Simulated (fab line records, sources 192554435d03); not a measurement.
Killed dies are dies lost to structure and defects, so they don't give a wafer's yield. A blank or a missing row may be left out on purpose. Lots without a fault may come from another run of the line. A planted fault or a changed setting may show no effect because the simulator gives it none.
fab line records | flow n5_finfet
record lots=10 wafers=30 last_day=17
route steps=1938 shown BEOL_M13@1710 BEOL_M14@1729 PASSIVATION@1936
lots that met no fault: from a run of the same line without faults
start_h: hours from the record's first day to the start of the lot's first wafer shown | wait_h: hours since the lot's step before | " the same as in the row above | L1.1+2: a row that stands for several wafers | - no value, or no start given | * or withheld: withheld | < > ~ a bound
route shown NAME@n: a module of which the file shows steps, and the number in the route of the first | usual: mean/standard deviation of fault-free wafers | same: alike in all rows | chamber/n: place in a boat | sites: the reading at each site | _std_site: their standard deviation | _edge_site: outer sites' mean less inner sites' | radius_mm: how far each site lies from the wafer's centre | mask NAME#n: copy n | behind: the tool/chamber that last shaped the wafer | hold: why the lot was held/for how many hours/how that ended | device: the transistor (n, p or np) that didn't switch | end of line: the same wafers' tests at the end of the route | a step without rows: its recipe alone | killed: dies lost to structure and defects at the first sort, not the wafer's yield | map: a wafer's dies, x killed, . not, _ none there
set.NAME: the setting as run; set.NAME@STEP: as run at that earlier step | model.NAME: the simulator's own value behind a step, which no gauge read
steps of the route over a sample of lots; a table a step, a row a wafer
services: from which hour (start_h, from the record's first day; less than 0 if before it) a tool's chamber was out of use, for how many hours, and why
## steps
# step N5_BEOL_M13_CMP_49
# recipe stop_on=SiOC t_overpolish_s=17.1 down_force_psi=1 platen_rpm=50 clearing_platen_down_force_psi=1.5 clearing_platen_rpm=50 post_cmp_clean=cu_alkaline target_thk_nm=420 clearing_platen_pad_velocity_m_s=0.99484 pad_velocity_m_s=0.99484
# usual barrier_field_endpoint_s=30.5/0.79 motor_current_A=5.9/0.54 overpolish_run_s=17.101/0.009
# columns lot.wafer tool chamber start_h wait_h barrier_field_endpoint_s motor_current_A overpolish_run_s
L112.4 cmp-02 3 236.18 0.1 30.2 5.7 17.097
L112.1 " 2 " " 30.1 5.6 17.101
L112.6 " 0 " " 30.3 6.4 17.077
L111.3 cmp-02 3 241.07 0.2 29.1 5.6 17.090
L111.1 " 2 " " 29.5 5.8 17.095
L111.6 " 3 " " 29.5 5.7 17.093
L115.2 cmp-03 0 267.32 0.2 30.4 5.3 17.091
L115.4 " 2 " " 29.3 5.6 17.112
L115.6 " 0 " " 30.2 5.6 17.118
L114.2 cmp-03 2 279.34 0.3 31.3 5.5 17.101
L114.1 " 0 " " 31.4 5.5 17.088
L114.5 " 1 " " 32.2 5.3 17.112
L120.3 cmp-04 2 295.02 0.2 29.8 5.5 17.092
L120.1 " 0 " " 30.6 6.0 17.107
L120.2 " 1 " " 30.0 5.8 17.103
L123.1 cmp-02 3 317.13 0.3 29.9 5.7 17.105
L123.6 " 2 " " 30.1 5.4 17.094
L123.5 " 3 " " 29.7 5.6 17.108
L125.2 cmp-02 1 335.02 0.2 30.4 6.4 17.104
L125.6 " 1 " " 30.7 6.5 17.101
L125.5 " 2 " " 30.4 5.6 17.113
L126.3 cmp-02 2 342.09 0.2 30.4 5.8 17.107
L126.4 " 3 " " 31.5 5.3 17.098
L126.1 " 0 " " 30.5 6.7 17.108
L130.4 cmp-04 2 360.93 0.1 30.5 5.5 17.110
L130.3 " 3 " " 30.2 7.0 17.099
L130.5 " 3 " " 29.8 7.3 17.098
L132.1 cmp-04 2 378.46 0.3 30.5 5.5 17.108
L132.2 " 3 " " 30.8 6.9 17.102
L132.5 " 0 " " 30.3 6.3 17.109
# step N5_BEOL_M13_RS_MEAS_54
# recipe thk_meas_gauge=four-point-probe reads=Cu_of_BEOL_M13_ECD_47+Ta_of_BEOL_M13_SPUTTER_44+TaN_of_BEOL_M13_SPUTTER_43
# usual M13_RS=0.0447/0.0007
# columns lot.wafer tool chamber start_h wait_h M13_RS[ohm/sq]
L112.1 film_metro-01 - 236.60 0.0 0.0451
L112.4 " - " " 0.0451
L112.6 " - " " 0.0450
L111.1 film_metro-01 - 241.49 0.0 0.0434
L111.3 " - " " 0.0450
L111.6 " - " " 0.0449
L115.2 film_metro-01 - 267.74 0.1 0.0440
L115.4 " - " " 0.0456
L115.6 " - " " 0.0458
L114.1 film_metro-01 - 279.73 0.0 0.0446
L114.2 " - " " 0.0450
L114.5 " - " " 0.0450
L120.1 film_metro-01 - 295.44 0.0 0.0452
L120.2 " - " " 0.0449
L120.3 " - " " 0.0448
L123.1 film_metro-02 - 317.52 0.0 0.0449
L123.5 " - " " 0.0443
L123.6 " - " " 0.0444
L125.2 film_metro-02 - 335.44 0.1 0.0434
L125.5 " - " " 0.0440
L125.6 " - " " 0.0446
L126.1 film_metro-02 - 342.47 0.0 0.0459
L126.3 " - " " 0.0442
L126.4 " - " " 0.0447
L130.3 film_metro-01 - 361.36 0.1 0.0448
L130.4 " - " " 0.0445
L130.5 " - " " 0.0441
L132.1 film_metro-01 - 378.80 0.0 0.0445
L132.2 " - " " 0.0453
L132.5 " - " " 0.0456
# step N5_BEOL_M14_DESCUM_15
# recipe chemistry=O2 time_s=7.9 source_power_w=50 bias_power_w=20 pressure_mtorr=20 rf_frequency_hz=2.712e+07 temp_c=40 o2_flow_sccm=225
# usual drypump_motor_current_A=5.7/0.43 oes_product_au=0.79/0.088 rf_vpp_V=243.0/1.4 showerhead_plenum_p_Torr=2.09/0.082 throttle_valve_pct=20.41/0.18
# columns lot.wafer tool chamber start_h wait_h drypump_motor_current_A oes_product_au rf_hours_counter_h rf_vpp_V showerhead_plenum_p_Torr throttle_valve_pct
L112.1 rie_diel-06 1 237.81 0.4 5.4 0.76 160 242.9 2.08 20.14
L112.4 " 1 " " 5.4 0.75 - 243.6 2.08 20.15
L112.6 " 3 " " 6.5 0.69 - 242.8 1.98 20.37
L111.1 rie_diel-06 3 242.22 0.0 6.4 0.69 225 241.0 1.98 20.39
L111.3 " 1 " " 5.4 0.74 162 242.2 2.08 20.16
L111.6 " 2 " " 5.6 0.90 - 245.9 2.23 20.21
L115.2 rie_diel-03 0 268.39 0.0 6.1 0.77 133 243.1 2.02 20.59
L115.4 " 2 " " 6.2 0.71 204 241.6 2.00 20.53
L115.6 " 0 " " 6.1 0.78 - 242.5 2.02 20.59
L114.1 rie_diel-06 0 280.37 0.0 5.0 0.94 12 242.5 2.17 20.48
L114.2 " 1 " " 5.4 0.74 174 243.2 2.07 20.16
L114.5 " 3 " " 6.4 0.68 - 240.2 1.98 20.40
L120.1 rie_diel-06 0 296.09 0.0 5.0 0.92 17 244.3 2.16 20.47
L120.2 " 3 " " 6.4 0.68 240 240.7 1.98 20.42
L120.3 " 1 " " 5.4 0.73 180 243.4 2.07 20.17
L123.1 rie_diel-05 3 318.16 0.0 5.2 0.84 64 243.3 2.03 20.55
L123.5 " 1 " " 5.2 0.69 - 242.7 2.06 20.52
L123.6 " 2 " " 5.7 0.71 - 243.9 2.16 20.19
L125.2 rie_diel-03 0 336.12 0.1 6.1 0.76 158 240.2 2.02 20.63
L125.5 " 1 " " 5.3 0.87 - 243.0 2.15 20.67
L125.6 " 2 " " 6.2 0.69 - 240.2 1.99 20.59
L126.1 rie_diel-05 3 343.25 0.0 5.2 0.83 72 243.6 2.03 20.56
L126.3 " 1 " " 5.2 0.69 245 242.2 2.06 20.54
L126.4 " 2 " " 5.7 0.71 245 243.1 2.15 20.19
L130.3 rie_diel-05 3 362.00 0.0 5.2 0.82 80 241.9 2.02 20.58
L130.4 " 3 " " 5.2 0.81 - 242.3 2.02 20.57
L130.5 " 2 " " 5.7 0.70 - 245.1 2.15 20.20
L132.1 rie_diel-06 3 379.64 0.2 6.5 0.90 13 243.7 2.23 20.08
L132.2 " 0 " " 5.0 0.87 47 244.2 2.15 20.53
L132.5 " 2 " " 5.7 0.83 - 244.5 2.21 20.30
# step N5_BEOL_M14_ETCH_59
# recipe chemistry=N2/H2 target=BARC target_depth_a=890 overetch_a=267 time_s=67.9 ion_energy_ev=200 pressure_mtorr=30 source_w=840 bias_w=150 n2_flow_sccm=200 h2_flow_sccm=200
# usual drypump_motor_current_A=5.7/0.42 h2_flow_sccm=200.0/0.68 oes_product_au=0.67/0.072 rf_vpp_V=523.5/2.8 showerhead_plenum_p_Torr=2.53/0.096 throttle_valve_pct=17.80/0.19
# columns lot.wafer tool chamber start_h wait_h drypump_motor_current_A h2_flow_sccm oes_product_au rf_hours_counter_h rf_vpp_V showerhead_plenum_p_Torr throttle_valve_pct
L112.1 rie_diel-06 1 237.84 0.0 5.4 201.0 0.64 160 524.8 2.53 17.50
L112.4 " 1 " " 5.4 201.3 0.64 - 523.7 2.53 17.51
L112.6 " 3 " " 6.4 197.8 0.59 - 520.3 2.40 17.82
L111.1 rie_diel-06 3 242.25 0.0 6.4 200.8 0.60 225 520.0 2.40 17.83
L111.3 " 1 " " 5.4 199.3 0.64 162 523.4 2.53 17.52
L111.6 " 2 " " 5.7 200.1 0.78 - 527.4 2.71 17.57
L115.2 rie_diel-03 0 268.43 0.0 6.1 200.0 0.66 133 521.5 2.44 17.79
L115.4 " 2 " " 6.2 198.7 0.61 204 521.2 2.43 18.10
L115.6 " 0 " " 6.1 200.9 0.67 - 522.2 2.43 17.80
L114.1 rie_diel-06 0 280.41 0.0 5.0 180.3 0.79 12 526.7 2.53 17.14
L114.2 " 1 " " 5.4 179.9 0.63 174 524.1 2.46 17.02
L114.5 " 3 " " 6.5 180.1 0.59 - 519.7 2.34 17.32
L120.1 rie_diel-06 0 296.12 0.0 5.0 180.0 0.79 17 525.9 2.53 17.19
L120.2 " 3 " " 6.4 180.1 0.59 240 518.6 2.33 17.33
L120.3 " 1 " " 5.4 180.2 0.63 180 523.9 2.46 17.02
L123.1 rie_diel-05 3 318.20 0.0 5.2 199.7 0.71 64 522.7 2.47 17.98
L123.5 " 1 " " 5.2 198.7 0.59 - 523.2 2.51 18.04
L123.6 " 2 " " 5.7 200.7 0.61 - 526.5 2.60 17.63
L125.2 rie_diel-03 0 336.16 0.0 6.1 200.1 0.64 158 520.1 2.43 17.84
L125.5 " 1 " " 5.3 199.0 0.72 - 524.3 2.58 18.00
L125.6 " 2 " " 6.2 199.4 0.60 - 519.5 2.42 18.12
L126.1 rie_diel-05 3 343.28 0.0 5.2 199.6 0.69 72 521.8 2.47 18.00
L126.3 " 1 " " 5.2 200.9 0.59 245 522.8 2.50 18.07
L126.4 " 2 " " 5.7 198.9 0.59 245 524.7 2.60 17.64
L130.3 rie_diel-05 3 362.04 0.0 5.2 199.9 0.69 80 521.1 2.46 18.02
L130.4 " 3 " " 5.2 201.0 0.69 - 521.4 2.46 18.01
L130.5 " 2 " " 5.6 200.8 0.60 - 526.9 2.60 17.64
L132.1 rie_diel-06 3 379.67 0.0 6.5 200.2 0.76 13 528.2 2.70 17.48
L132.2 " 0 " " 5.0 200.0 0.74 47 525.3 2.58 17.77
L132.5 " 2 " " 5.6 199.5 0.71 - 526.9 2.69 17.63
# step N5_PASSIVATION_PROBE_49
# usual defect_limited_yield=91.3/1.5 killed_at_M0_to_M3=34/11 killed_at_M4_up=14/6.1 killed_at_contacts=12/5.9 killed_at_front_end=39/11 killed_at_other=4/3.3 killed_dies=102/18 killed_open=67/13 killed_short=33/7.9 sort_bin_5_function=5.1/1 sort_bin_6_memory=3.3/0.7 sort_n_pass=1077/19 sort_yield_pct=91.3/1.6
# same gross_dies=1180 killed_at_back_side=0 sort_bin_4_leakage[%]=0 sort_bin_8_speed[%]=0
# columns lot.wafer tool chamber start_h wait_h defect_limited_yield[%] killed_at_M0_to_M3 killed_at_M4_up killed_at_contacts killed_at_front_end killed_at_other killed_dies killed_open killed_short sort_bin_5_function[%] sort_bin_6_memory[%] sort_n_pass sort_yield_pct[%]
L112.1 prober-01 - 261.02 0.0 90.0 27 10 17 60 4 118 77 41 5.7 4.0 1062 90.0
L112.4 prober-01 - 261.17 0.2 90.8 36 8 13 46 6 109 66 42 5.0 3.9 1071 90.8
L112.6 prober-01 - 261.27 0.3 92.5 19 18 6 42 4 89 54 28 4.2 2.6 1091 92.5
L111.1 prober-01 - 264.82 0.0 93.3 24 11 7 31 6 79 49 29 3.7 2.7 1101 93.3
L111.3 prober-01 - 264.92 0.1 92.2 38 11 7 33 3 92 63 28 4.6 3.0 1088 92.2
L111.6 prober-01 - 265.07 0.3 90.6 55 8 3 39 6 111 67 40 5.8 3.1 1069 90.6
L115.2 prober-02 - 292.64 0.1 92.7 28 13 18 26 1 86 57 28 4.7 2.4 1094 92.7
L115.4 prober-02 - 292.74 0.2 90.5 34 16 9 52 1 112 77 34 6.0 3.4 1068 90.5
L115.6 prober-02 - 292.84 0.3 94.1 27 7 9 25 2 70 42 25 4.0 1.7 1110 94.1
L114.1 prober-01 - 307.74 0.0 88.0 27 21 24 63 7 142 93 47 6.6 5.1 1038 88.0
L114.2 prober-01 - 307.79 0.1 91.0 38 10 13 40 5 106 59 45 5.3 3.1 1074 91.0
L114.5 prober-01 - 307.94 0.2 92.2 30 18 13 28 3 92 59 29 5.1 2.7 1088 92.2
L120.1 prober-02 - 320.05 0.0 93.1 19 10 8 40 4 81 50 27 3.8 2.6 1099 93.1
L120.2 prober-02 - 320.10 0.1 92.3 19 17 14 40 1 91 67 20 4.3 3.2 1089 92.3
L120.3 prober-02 - 320.15 0.1 91.3 26 28 11 35 3 103 71 32 5.6 3.0 1077 91.3
L123.1 prober-02 - 348.20 0.0 91.5 23 11 12 45 9 100 64 35 5.3 2.9 1080 91.5
L123.5 prober-02 - 348.40 0.2 93.8 36 7 5 20 5 73 46 27 3.9 1.9 1107 93.8
L123.6 prober-02 - 348.45 0.3 92.3 25 21 3 35 7 91 58 30 5.1 2.6 1089 92.3
L125.2 prober-01 - 360.56 0.1 93.2 21 4 11 43 1 80 52 26 3.4 3.1 1100 93.2
L125.5 prober-01 - 360.71 0.2 92.6 30 5 13 37 2 87 66 16 4.7 2.3 1093 92.6
L125.6 prober-01 - 360.76 0.3 91.9 32 13 24 24 3 96 65 28 4.3 3.5 1084 91.9
L126.1 prober-02 - 376.29 0.0 88.8 15 30 33 45 9 132 83 42 7.0 3.5 1048 88.8
L126.3 prober-02 - 376.39 0.1 90.2 18 29 17 45 7 116 83 27 5.8 3.3 1064 90.2
L126.4 prober-02 - 376.44 0.2 89.5 46 15 6 56 1 124 83 38 6.9 3.3 1056 89.5
L130.3 prober-02 - 386.02 0.1 92.5 19 25 16 25 4 89 61 28 4.5 2.7 1091 92.5
L130.4 prober-02 - 386.07 0.2 91.6 29 11 27 30 2 99 77 22 5.1 3.1 1081 91.6
L130.5 prober-02 - 386.12 0.2 91.0 32 20 30 23 1 106 69 36 5.7 3.0 1074 91.0
L132.1 prober-01 - 405.47 0.0 89.2 59 19 10 34 5 127 91 36 7.2 3.3 1053 89.2
L132.2 prober-01 - 405.52 0.1 89.5 39 17 10 56 2 124 81 43 6.4 3.9 1056 89.5
L132.5 prober-01 - 405.67 0.2 90.8 33 12 2 61 1 109 74 35 5.0 4.1 1071 90.8
# killed by level:class
L112.1 FIN_SAQP:geometric_particle:open=14 FIN_SAQP:geometric_particle:short=13 STI_FIN_REVEAL:geometric_particle:open=12 MOL_CONTACT_COAG:geometric_particle:open=12 BEOL_M0_SAQP:geometric_particle:open=9 STARTING-WAFER:geometric_particle:short=7 BEOL_M0:geometric_particle:open=6 BEOL_M3:geometric_particle:open=6
L112.4 MOL_CONTACT_COAG:geometric_particle:open=11 FIN_SAQP:geometric_particle:short=10 FIN_SAQP:geometric_particle:open=9 GATE_CUT:geometric_particle:short=8 GATE_CUT:geometric_particle:open=6 BEOL_M0_SAQP:geometric_particle:short=6 BEOL_M0:geometric_particle:open=6 BEOL_M2:geometric_particle:open=6
L112.6 FIN_SAQP:geometric_particle:short=10 FIN_SAQP:geometric_particle:open=10 BEOL_M4:geometric_particle:open=6 HKMG_FIN:area_etch=6 MOL_CONTACT_COAG:geometric_particle:open=5 BEOL_M2:geometric_particle:open=5 BEOL_M7:geometric_particle:open=4 DUMMY_GATE:geometric_particle:open=3
L111.1 BEOL_M1:geometric_particle:open=6 FIN_SAQP:geometric_particle:short=5 ILD0:geometric_particle:short=5 MOL_CONTACT_COAG:geometric_particle:open=5 BEOL_M2:geometric_particle:open=5 DUMMY_GATE:geometric_particle:open=4 BEOL_M0_SAQP:geometric_particle:short=4 BEOL_M4:geometric_particle:open=4
L111.3 BEOL_M1:geometric_particle:open=10 BEOL_M0_SAQP:geometric_particle:open=9 FIN_SAQP:geometric_particle:short=7 BEOL_M2:geometric_particle:open=7 GATE_CUT:geometric_particle:open=5 STI_FIN_REVEAL:geometric_particle:open=4 DUMMY_GATE:geometric_particle:open=4 MOL_CONTACT_COAG:geometric_particle:open=4
L111.6 BEOL_M1:geometric_particle:open=15 BEOL_M0_SAQP:geometric_particle:open=13 BEOL_M0_SAQP:geometric_particle:short=12 BEOL_M2:geometric_particle:open=10 FIN_SAQP:geometric_particle:short=6 DUMMY_GATE:geometric_particle:open=6 STI_FIN_REVEAL:geometric_particle:short=4 STARTING-WAFER:geometric_particle:short=4
L115.2 MOL_CONTACT_COAG:geometric_particle:open=13 BEOL_M4:geometric_particle:open=7 BEOL_M0_SAQP:geometric_particle:open=7 STI_FIN_REVEAL:geometric_particle:open=6 BEOL_M1:geometric_particle:open=6 MOL_CONTACT_COAG:geometric_particle:short=5 BEOL_M1:geometric_particle:short=5 BEOL_M0:geometric_particle:open=4
L115.4 FIN_SAQP:geometric_particle:open=14 BEOL_M0:geometric_particle:open=10 BEOL_M4:geometric_particle:open=8 BEOL_M0_SAQP:geometric_particle:open=7 FIN_SAQP:geometric_particle:short=6 STI_FIN_REVEAL:geometric_particle:open=6 MOL_CONTACT_COAG:geometric_particle:open=6 BEOL_M0_SAQP:geometric_particle:short=6
L115.6 MOL_CONTACT_COAG:geometric_particle:open=8 BEOL_M0_SAQP:geometric_particle:open=6 BEOL_M1:geometric_particle:open=6 BEOL_M3:geometric_particle:open=5 STARTING-WAFER:geometric_particle:short=4 BEOL_M0_SAQP:geometric_particle:short=4 STI_FIN_REVEAL:geometric_particle:open=3 GATE_CUT:geometric_particle:short=3
L114.1 MOL_CONTACT_COAG:geometric_particle:open=19 STI_FIN_REVEAL:geometric_particle:open=14 GATE_CUT:geometric_particle:open=10 FIN_SAQP:geometric_particle:open=9 GATE_CUT:geometric_particle:short=9 BEOL_M4:geometric_particle:short=9 BEOL_M4:geometric_particle:open=7 BEOL_M1:geometric_particle:open=7
L114.2 FIN_SAQP:geometric_particle:open=14 MOL_CONTACT_COAG:geometric_particle:open=12 BEOL_M3:geometric_particle:short=12 BEOL_M0_SAQP:geometric_particle:open=10 GATE_CUT:geometric_particle:short=8 FIN_SAQP:geometric_particle:short=7 BEOL_M0_SAQP:geometric_particle:short=6 BEOL_M3:geometric_particle:open=3
L114.5 MOL_CONTACT_COAG:geometric_particle:open=11 BEOL_M4:geometric_particle:open=11 BEOL_M0_SAQP:geometric_particle:open=9 BEOL_M3:geometric_particle:open=7 FIN_SAQP:geometric_particle:short=5 STARTING-WAFER:geometric_particle:short=5 FIN_SAQP:geometric_particle:open=4 STI_FIN_REVEAL:geometric_particle:open=4
L120.1 MOL_CONTACT_COAG:geometric_particle:open=8 STI_FIN_REVEAL:geometric_particle:open=7 FIN_SAQP:geometric_particle:short=6 BEOL_M4:geometric_particle:open=6 FIN_SAQP:geometric_particle:open=5 BEOL_M0_SAQP:geometric_particle:short=5 STARTING-WAFER:geometric_particle:open=5 BEOL_M2:geometric_particle:open=4
L120.2 MOL_CONTACT_COAG:geometric_particle:open=12 FIN_SAQP:geometric_particle:open=10 STI_FIN_REVEAL:geometric_particle:open=9 BEOL_M4:geometric_particle:open=6 BEOL_M0_SAQP:geometric_particle:open=5 FIN_SAQP:geometric_particle:short=4 DUMMY_GATE:geometric_particle:open=4 BEOL_M0_SAQP:geometric_particle:short=3
L120.3 BEOL_M4:geometric_particle:open=14 STI_FIN_REVEAL:geometric_particle:open=10 MOL_CONTACT_COAG:geometric_particle:open=9 BEOL_M0_SAQP:geometric_particle:short=6 FIN_SAQP:geometric_particle:open=5 BEOL_M4:geometric_particle:short=5 BEOL_M3:geometric_particle:open=5 FIN_SAQP:geometric_particle:short=4
L123.1 STI_FIN_REVEAL:geometric_particle:open=11 MOL_CONTACT_COAG:geometric_particle:open=9 FIN_SAQP:geometric_particle:short=8 BEOL_M4:geometric_particle:open=7 GATE_CUT:geometric_particle:short=6 BEOL_M0_SAQP:geometric_particle:short=6 STARTING-WAFER:geometric_particle:open=6 FIN_SAQP:geometric_particle:open=5
L123.5 BEOL_M3:geometric_particle:open=10 BEOL_M1:geometric_particle:open=7 GATE_CUT:geometric_particle:short=5 BEOL_M2:geometric_particle:open=5 MOL_CONTACT_COAG:geometric_particle:open=4 BEOL_M0_SAQP:geometric_particle:short=4 BEOL_M3:geometric_particle:short=4 STI_FIN_REVEAL:geometric_particle:open=3
L123.6 FIN_SAQP:geometric_particle:open=7 STI_FIN_REVEAL:geometric_particle:open=7 BEOL_M0_SAQP:geometric_particle:open=6 BEOL_M1:geometric_particle:open=6 BEOL_M4:geometric_particle:short=6 BEOL_M2:geometric_particle:open=5 BEOL_M4:geometric_particle:open=5 FIN_SAQP:geometric_particle:short=4
L125.2 DUMMY_GATE:geometric_particle:open=9 MOL_CONTACT_COAG:geometric_particle:open=9 STI_FIN_REVEAL:geometric_particle:open=7 BEOL_M3:geometric_particle:open=7 GATE_CUT:geometric_particle:short=6 GATE_CUT:geometric_particle:open=5 FIN_SAQP:geometric_particle:short=4 DUMMY_GATE:geometric_particle:short=3
L125.5 BEOL_M3:geometric_particle:open=13 MOL_CONTACT_COAG:geometric_particle:open=11 DUMMY_GATE:geometric_particle:open=10 BEOL_M0_SAQP:geometric_particle:open=6 STI_FIN_REVEAL:geometric_particle:open=5 GATE_CUT:geometric_particle:short=5 FIN_SAQP:geometric_particle:open=4 GATE_CUT:geometric_particle:open=4
L125.6 MOL_CONTACT_COAG:geometric_particle:open=20 BEOL_M3:geometric_particle:open=14 STI_FIN_REVEAL:geometric_particle:open=6 BEOL_M4:geometric_particle:open=5 DUMMY_GATE:geometric_particle:open=4 MOL_CONTACT_COAG:geometric_particle:short=4 BEOL_M4:geometric_particle:short=4 GATE_CUT:geometric_particle:short=3
L126.1 MOL_CONTACT_COAG:geometric_particle:open=23 MOL_CONTACT_COAG:geometric_particle:short=10 BEOL_M4:geometric_particle:open=10 FIN_SAQP:geometric_particle:short=9 STI_FIN_REVEAL:geometric_particle:open=9 DUMMY_GATE:geometric_particle:open=8 BEOL_M2:geometric_particle:open=7 FIN_SAQP:geometric_particle:open=6
L126.3 MOL_CONTACT_COAG:geometric_particle:open=15 BEOL_M4:geometric_particle:open=14 FIN_SAQP:geometric_particle:open=13 STI_FIN_REVEAL:geometric_particle:open=6 BEOL_M3:geometric_particle:open=6 DUMMY_GATE:geometric_particle:open=5 BEOL_M4:geometric_particle:short=4 FIN_SAQP:geometric_particle:short=3
L126.4 STI_FIN_REVEAL:geometric_particle:open=23 BEOL_M2:geometric_particle:open=11 STI_FIN_REVEAL:geometric_particle:short=9 BEOL_M3:geometric_particle:open=9 FIN_SAQP:geometric_particle:short=8 BEOL_M4:geometric_particle:open=8 FIN_SAQP:geometric_particle:open=6 BEOL_M0_SAQP:geometric_particle:open=6
L130.3 BEOL_M4:geometric_particle:open=15 MOL_CONTACT_COAG:geometric_particle:open=11 FIN_SAQP:geometric_particle:open=7 BEOL_M3:geometric_particle:open=7 FIN_SAQP:geometric_particle:short=5 MOL_CONTACT_COAG:geometric_particle:short=5 BEOL_M0_SAQP:geometric_particle:open=3 BEOL_M1:geometric_particle:open=3
L130.4 MOL_CONTACT_COAG:geometric_particle:open=23 FIN_SAQP:geometric_particle:open=14 BEOL_M1:geometric_particle:open=10 BEOL_M0_SAQP:geometric_particle:open=8 BEOL_M4:geometric_particle:open=7 MOL_CONTACT_COAG:geometric_particle:short=4 BEOL_M0_SAQP:geometric_particle:short=4 DUMMY_GATE:geometric_particle:open=3
L130.5 MOL_CONTACT_COAG:geometric_particle:open=21 MOL_CONTACT_COAG:geometric_particle:short=9 BEOL_M3:geometric_particle:open=8 BEOL_M4:geometric_particle:open=8 FIN_SAQP:geometric_particle:short=6 BEOL_M2:geometric_particle:open=6 BEOL_M0:geometric_particle:open=5 FIN_SAQP:geometric_particle:open=4
L132.1 BEOL_M0_SAQP:geometric_particle:open=15 BEOL_M2:geometric_particle:open=11 BEOL_M4:geometric_particle:open=9 BEOL_M3:geometric_particle:open=9 MOL_CONTACT_COAG:geometric_particle:open=8 BEOL_M0_SAQP:geometric_particle:short=8 BEOL_M1:geometric_particle:open=6 DUMMY_GATE:geometric_particle:open=5
L132.2 BEOL_M0_SAQP:geometric_particle:open=12 BEOL_M4:geometric_particle:open=11 FIN_SAQP:geometric_particle:short=10 BEOL_M0_SAQP:geometric_particle:short=10 FIN_SAQP:geometric_particle:open=9 DUMMY_GATE:geometric_particle:open=9 MOL_CONTACT_COAG:geometric_particle:open=9 STI_FIN_REVEAL:geometric_particle:open=6
L132.5 FIN_SAQP:geometric_particle:open=18 STI_FIN_REVEAL:geometric_particle:open=14 BEOL_M2:geometric_particle:open=9 BEOL_M0_SAQP:geometric_particle:short=6 BEOL_M4:geometric_particle:open=6 FIN_SAQP:geometric_particle:short=5 BEOL_M1:geometric_particle:open=5 STI_FIN_REVEAL:geometric_particle:short=4
## services
# columns tool chamber start_h hours kind
cmp-04 - 217.95 6.5 repair
rie_diel-06 0 219.61 - clean
rie_diel-06 0 219.61 - consumable_replace:focus_ring
rie_diel-06 0 219.61 23.5 scheduled_down
rie_diel-06 0 219.61 23.5 vent_cycle
rie_diel-03 0 223.19 7.0 repair
cmp-03 - 234.33 1.3 repair
rie_diel-06 3 249.82 7.8 repair
rie_diel-06 1 268.25 3.5 repair
rie_diel-05 1 280.42 2.5 repair
cmp-03 - 281.47 1.8 repair
cmp-04 - 308.37 1.9 repair
rie_diel-06 3 326.48 - clean
rie_diel-06 3 326.48 - consumable_replace:focus_ring
rie_diel-06 3 326.48 - consumable_replace:showerhead
rie_diel-06 3 326.48 11.6 scheduled_down
rie_diel-06 3 326.48 11.6 vent_cycle
cmp-02 - 335.58 3.4 repair
rie_diel-05 0 343.60 - clean
rie_diel-05 0 343.60 - consumable_replace:focus_ring
rie_diel-05 0 343.60 13.6 scheduled_down
cmp-03 - 344.84 5.9 pm
cmp-02 - 361.85 4.0 pm
cmp-02 - 377.98 1.5 repair
## key
first_sign step=N5_BEOL_M14_ETCH_59 reading=h2_flow_sccm direction=down sigmas=29 usual=200.0 struck=180.1
effect step=N5_BEOL_M14_ETCH_59 reading=throttle_valve_pct direction=down sigmas=3.3 usual=* struck=*
met_at N5_BEOL_M14_ETCH_59
struck_lots L114,L120
not_acting_at N5_BEOL_M13_CMP_49,N5_BEOL_M13_RS_MEAS_54,N5_BEOL_M14_DESCUM_15
onset_between 242.25 280.41
fault kind=process_parameter_drift tool=rie_diel-06 chamber=- onset_h=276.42 steps=N5_BEOL_M14_ETCH_59 channel=h2_flow_sccm offset=-20 shape=step end_h=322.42 acts_in=these_recipes_only stated=200
